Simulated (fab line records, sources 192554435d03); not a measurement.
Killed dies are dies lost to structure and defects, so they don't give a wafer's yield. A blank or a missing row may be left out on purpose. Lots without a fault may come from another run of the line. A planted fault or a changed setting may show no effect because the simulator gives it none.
Split-lot experiment | flow n5_finfet | 7 lots, 39 wafers read, on a route of 1938 steps

THE SPLIT
At N5_FIN_CUT_ETCH_21 (etches SOC in N2/H2, target depth 219 nm, overetch 43.8 nm, time 523.5 s), the setting time_s was moved away from the recipe's 523.5 s on 18 of the 39 wafers read, by -48.7% to +26.9%. The other wafers ran this setting at the recipe's value.

FROM THE SPLIT TO THE READING: what the file shows between them, 3 steps
- N5_FIN_CUT_STRIP_23: strips in N2/H2
- N5_FIN_CUT_STRIP_31: strips in N2/H2
- N5_FIN_CUT_STRIP_24: strips in CF4

THE READING
FIN_CUT.cd_offset_nm (the simulator's own value, which no gauge read), in nm, at N5_FIN_CUT_CUT_ETCH_26 (etches SiNx in CH3F/O2, target depth 39 nm, time 55.7 s). The file gives no usual value for it. The 21 wafers here that ran the recipe average 0.1 nm, standard deviation 0.3 nm.

wafer  | tool, chamber at the split | time_s as run, s | against the recipe | FIN_CUT.cd_offset_nm, nm | against lot-mates on the recipe
L075.1 | rie_diel-04, 2             | 523.5            | recipe             | 0.4                      | -
L075.2 | rie_diel-04, 1             | 268.6            | -48.7%             | -2.8                     | -3.1
L075.3 | rie_diel-04, 3             | 523.5            | recipe             | 0.2                      | -
L075.6 | rie_diel-04, 2             | 523.5            | recipe             | 0.2                      | -
L075.4 | rie_diel-04, 0             | 268.6            | -48.7%             | -2                       | -2.3
L075.5 | rie_diel-04, 3             | 268.6            | -48.7%             | -2.6                     | -2.9
L076.1 | rie_diel-03, 1             | 523.5            | recipe             | -0.8                     | -
L076.2 | rie_diel-03, 0             | 349.5            | -33.2%             | -2.2                     | -1.7
L076.3 | rie_diel-03, 2             | 349.5            | -33.2%             | -2.4                     | -1.9
L076.4 | rie_diel-03, 3             | 523.5            | recipe             | -0.4                     | -
L076.5 | rie_diel-03, 0             | 523.5            | recipe             | -0.4                     | -
L076.6 | rie_diel-03, 3             | 349.5            | -33.2%             | -2.6                     | -2.1
L085.1 | rie_diel-03, 2             | 662.1            | +26.5%             | 1.6                      | +1.3
L085.4 | rie_diel-03, 3             | 662.1            | +26.5%             | 1.6                      | +1.3
L085.2 | rie_diel-03, 0             | 662.1            | +26.5%             | 1.4                      | +1.1
L085.3 | rie_diel-03, 1             | 523.5            | recipe             | 0.6                      | -
L085.5 | rie_diel-03, 3             | 523.5            | recipe             | 0                        | -
L085.6 | rie_diel-03, 0             | 523.5            | recipe             | 0.2                      | -
L087.1 | rie_diel-04, 0             | 523.5            | recipe             | 0.2                      | -
L087.2 | rie_diel-04, 3             | 618.6            | +18.2%             | 1.2                      | +1.1
L087.4 | rie_diel-04, 2             | 618.6            | +18.2%             | 1.2                      | +1.1
L087.3 | rie_diel-04, 1             | 523.5            | recipe             | 0                        | -
L087.5 | rie_diel-04, 1             | 523.5            | recipe             | 0                        | -
L087.6 | rie_diel-04, 0             | 618.6            | +18.2%             | 1.6                      | +1.5
L090.2 | rie_diel-03, 0             | 523.5            | recipe             | 0                        | -
L090.4 | rie_diel-03, 3             | 523.5            | recipe             | 0                        | -
L090.6 | rie_diel-03, 1             | 523.5            | recipe             | 0.2                      | -
L093.1 | rie_diel-03, 1             | 325.3            | -37.9%             | -2                       | -2.0
L093.2 | rie_diel-03, 0             | 523.5            | recipe             | 0                        | -
L093.4 | rie_diel-03, 1             | 523.5            | recipe             | 0                        | -
L093.6 | rie_diel-03, 3             | 523.5            | recipe             | 0                        | -
L093.3 | rie_diel-03, 3             | 325.3            | -37.9%             | -2.2                     | -2.2
L093.5 | rie_diel-03, 0             | 325.3            | -37.9%             | -2.2                     | -2.2
L094.1 | rie_diel-03, 0             | 523.5            | recipe             | 0                        | -
L094.2 | rie_diel-03, 1             | 523.5            | recipe             | 0.4                      | -
L094.3 | rie_diel-03, 3             | 523.5            | recipe             | 0.4                      | -
L094.4 | rie_diel-03, 0             | 664.3            | +26.9%             | 1.8                      | +1.5
L094.5 | rie_diel-03, 1             | 664.3            | +26.9%             | 2                        | +1.7
L094.6 | rie_diel-03, 3             | 664.3            | +26.9%             | 2.2                      | +1.9

THE FIT
A straight line over all 39 wafers: FIN_CUT.cd_offset_nm changes by +0.0606 nm for each +1% of time_s; r = +0.97; the points scatter about the line by 0.34 nm.
The same after taking each lot's own level away (the mean of its wafers on the recipe; 39 wafers): +0.057 nm for each +1%; r = +0.99; scatter 0.21 nm.
On that fit, the largest move of time_s shifts the reading by 2.8 nm.
The lots' own levels span -0.53 to 0.27 nm, that is 2.6 times the standard deviation above.
So the lot-to-lot level changes the slope little: the two slopes agree.
Check: with one of the wafers moved furthest among these (-48.7%) left out of the fit, the line predicts -2.71 nm for it against its lot-mates. It came out at -3.07 nm against them.

OTHER SPLITS ON THESE WAFERS
These wafers also went through other splits before the reading. Each is held against what the fit with the lots' levels taken away leaves over:
other split on the same wafers | wafers away from the commonest value | r with FIN_CUT.cd_offset_nm (lot level and that fit taken away)
N5_FIN_SAQP_PECVD_06 time_s    | 12                                   | -0.27

THE WHOLE CHAIN: every reading that the file lists as answering this split, in the file's order
step                   | what it does                                                             | reading                                                                          | change (the file's fit)                | r (the file's)
N5_FIN_CUT_ETCH_21     | etches SOC in N2/H2, target depth 219 nm, overetch 43.8 nm, time 523.5 s | etch.depth_nm (the simulator's own value, which no gauge read)                   | +1.32 nm for each +1% of the setting   | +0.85
N5_FIN_CUT_ETCH_21     | etches SOC in N2/H2, target depth 219 nm, overetch 43.8 nm, time 523.5 s | SiARC_of_FIN_CUT_COAT_19.thk_nm (the simulator's own value, which no gauge read) | -0.081 nm for each +1% of the setting  | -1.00
N5_FIN_CUT_ETCH_21     | etches SOC in N2/H2, target depth 219 nm, overetch 43.8 nm, time 523.5 s | FIN_CUT.cd_offset_nm (the simulator's own value, which no gauge read)            | +0.0577 nm for each +1% of the setting | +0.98
N5_FIN_CUT_CUT_ETCH_26 | etches SiNx in CH3F/O2, target depth 39 nm, time 55.7 s                  | FIN_CUT.cd_offset_nm (the simulator's own value, which no gauge read)            | +0.0569 nm for each +1% of the setting | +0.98

THE FILE'S OWN FIT
FIN_CUT.cd_offset_nm changes by +0.0569 nm for each +1% of time_s, r = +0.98.
